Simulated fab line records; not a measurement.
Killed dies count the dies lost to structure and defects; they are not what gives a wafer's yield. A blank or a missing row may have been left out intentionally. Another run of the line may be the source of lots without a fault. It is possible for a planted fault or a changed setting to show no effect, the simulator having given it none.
Matching of chambers | flow nandHarc | 4 sister chambers for NHARC_P_GATE_DESCUM_48 on rieDiel-05
The step chemistry O2, time 3 s. 4 wafers are shown with their chamber, then 9 later ones without.

## WAFERS, EACH WITH ITS CHAMBER
wafer  | chamber | drypumpMotorCurrentA (A)
L080.2 | 3       | 6.2
L085.3 | 1       | 5.3
L085.4 | 2       | 5.5
L085.5 | 0       | 5.8

## WAFERS WITH NO CHAMBER GIVEN
wafer  | drypumpMotorCurrentA (A)
L087.1 | 5.3
L087.4 | 6.1
L087.6 | 6.2
L095.3 | 5.4
L095.4 | 6.2
L095.6 | 6.2
L096.1 | 5.3
L096.3 | 5.5
L096.6 | 5.3

## EACH ONE'S CHAMBER
wafer  | from the rows above     | in truth
L087.1 | 1                       | 1
L087.4 | 3                       | 3
L087.6 | 3                       | 3
L095.3 | can't be placed: 2 or 1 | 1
L095.4 | 3                       | 3
L095.6 | 3                       | 3
L096.1 | 1                       | 1
L096.3 | 2                       | 2
L096.6 | 1                       | 1
Placed correctly: 8 of 9. Not placeable from these rows: 1 (in 1, the candidates include the true chamber). Placed wrongly: 0.
How it was worked out, from the rows above alone: a wafer's distance from a chamber is the root of the sum, over the readings, of the square of ((its reading less the chamber's mean) divided by the reading's scatter). If the next closest chamber is less than 2 further off than the closest, the wafer can't be placed; otherwise it belongs to the closest. For every chamber, the mean is computed from those of its wafers that are shown. The scatter: with one shown wafer a chamber, the root of the mean of the squares of how far each hidden wafer lies from its nearest shown one.
